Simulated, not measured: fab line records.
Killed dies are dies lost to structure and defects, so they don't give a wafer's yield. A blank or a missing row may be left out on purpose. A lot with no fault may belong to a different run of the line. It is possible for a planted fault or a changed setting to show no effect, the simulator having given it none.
Comparing a struck lot with a sound one / flow n5_finfet / 17 out of 1938 route steps
Sound: these wafers, L936.1, L936.2, L936.6. Struck: wafer L945.5. (L945.1 of the same lot was not struck and is left out.) The cause comes at the end.
Each step with rows lists, per side, the tool, then ch with its chambers, then its first start. Under that, the readings that differ: sound wafers / struck wafers / difference of the means / sigmas: that difference in standard deviations of wafers without a fault.
alike: same words and numbers on both sides, and readings whose means sit less than 2 such deviations apart. not compared: any withheld reading, any reading some wafer has no value for, any bound like >300 that may hide the same value, and any number with overlapping values for which the record gives no deviation.
A row with sigmas, a row that says differs or no value, or rows on one side alone: a step with any of these is where the two part. Non-overlapping numbers with no deviation appear without sigmas and do not part them. A reading missing from all wafers of one side parts the sides only when that side holds two or more wafers.

first, 2 steps without rows for these wafers: N5_BEOL_M3_ANNEAL_82 (time 240 s); N5_BEOL_M3_SPUTTER_86 (material Cu, target thk 4.5 nm, time 8.29 s).
N5_BEOL_M3_ANNEAL_87: time 240 s.
  sound on pvd_sputter-01, day 9 10:51; struck on pvd_sputter-02, day 11 22:51
reading=heater_power_w (W); sound=872 834 837; struck=708; difference=-140; sigmas=-2
  alike: susceptor_temp_C_max
N5_BEOL_M3_SPUTTER_88: material Cu, target thk 4.5 nm, time 8.29 s.
  sound on pvd_sputter-01, day 9 11:00; struck on pvd_sputter-02, day 11 22:59
  alike: chuck_sensor_temp_C, throttle_valve_pct
N5_BEOL_M3_ANNEAL_89: time 240 s.
  sound on pvd_sputter-01, day 9 11:05; struck on pvd_sputter-02, day 11 23:04
reading=heater_power_w (W); sound=847 867 846; struck=669; difference=-184; sigmas=-3
  alike: susceptor_temp_C_max
N5_BEOL_M3_SPUTTER_90: material Cu, target thk 4.5 nm, time 8.29 s.
  sound on pvd_sputter-01, day 9 11:14; struck on pvd_sputter-02, day 11 23:13
  alike: chuck_sensor_temp_C, throttle_valve_pct
then, 1 step without rows for these wafers: N5_BEOL_M3_ANNEAL_91 (time 240 s).
N5_BEOL_M3_SPUTTER_92: material Cu, target thk 4.5 nm, time 8.29 s.
  sound on pvd_sputter-01, day 9 11:28; struck on pvd_sputter-02, day 11 23:26
  alike: chuck_sensor_temp_C, throttle_valve_pct
then, 4 steps without rows for these wafers: N5_BEOL_M3_ANNEAL_93 (time 240 s); N5_BEOL_M3_SPUTTER_94 (material Cu, target thk 4.5 nm, time 8.29 s); N5_BEOL_M3_ANNEAL_95 (time 240 s); N5_BEOL_M3_SPUTTER_96 (material Cu, target thk 4.5 nm, time 8.29 s).
N5_BEOL_M3_ECD_50: material Cu, target thk 300 nm.
  sound on ecd_cu-01 ch 0,1, day 9 12:04; struck on ecd_cu-01 ch 0, day 11 23:59
reading=model.Cu_of_BEOL_M3_ECD_50.thk_nm (nm); sound=300 299.2 300.4; struck=152.4; difference=-147.5; sigmas=
then, 1 step without rows for these wafers: N5_BEOL_M3_ANNEAL_51 (time 90 s).
N5_BEOL_M3_CMP_52: polishes, stops on SiOC, t overpolish 6.8 s, target thk 40 nm.
  sound on cmp-01 ch 0,2, day 9 12:27; struck on cmp-01 ch 0, day 12 00:29
reading=time_to_endpoint_s (s); sound=64.4 64.7 65.7; struck=28.0; difference=-36.9; sigmas=-13
  alike: motor_current_A, retaining_ring_pressure_frac
  not compared: pad_life_wafers
N5_BEOL_M3_THK_MEAS_53: measures by xrf.
  sound on film_metro-02, day 9 12:44; struck on film_metro-01, day 12 00:40
  alike: M3_THK
N5_BEOL_M4_RC_MEAS_101:
  sound on prober-01 ch 0, day 9 21:54; struck on prober-02 ch 0, day 12 12:40
reading=SS_N (mV/dec); sound=70.6 71.5 70.6; struck=72.0; difference=+1.1; sigmas=+2
  alike: DIBL_N, DIBL_P, IOFF_N, IOFF_P, ION_N, ION_P, SS_P, VT_N, VT_P

WHERE THEY PART
Last at N5_BEOL_M4_RC_MEAS_101 as far as this record goes, first at N5_BEOL_M3_ANNEAL_87.

WHY: the cause the simulator had injected
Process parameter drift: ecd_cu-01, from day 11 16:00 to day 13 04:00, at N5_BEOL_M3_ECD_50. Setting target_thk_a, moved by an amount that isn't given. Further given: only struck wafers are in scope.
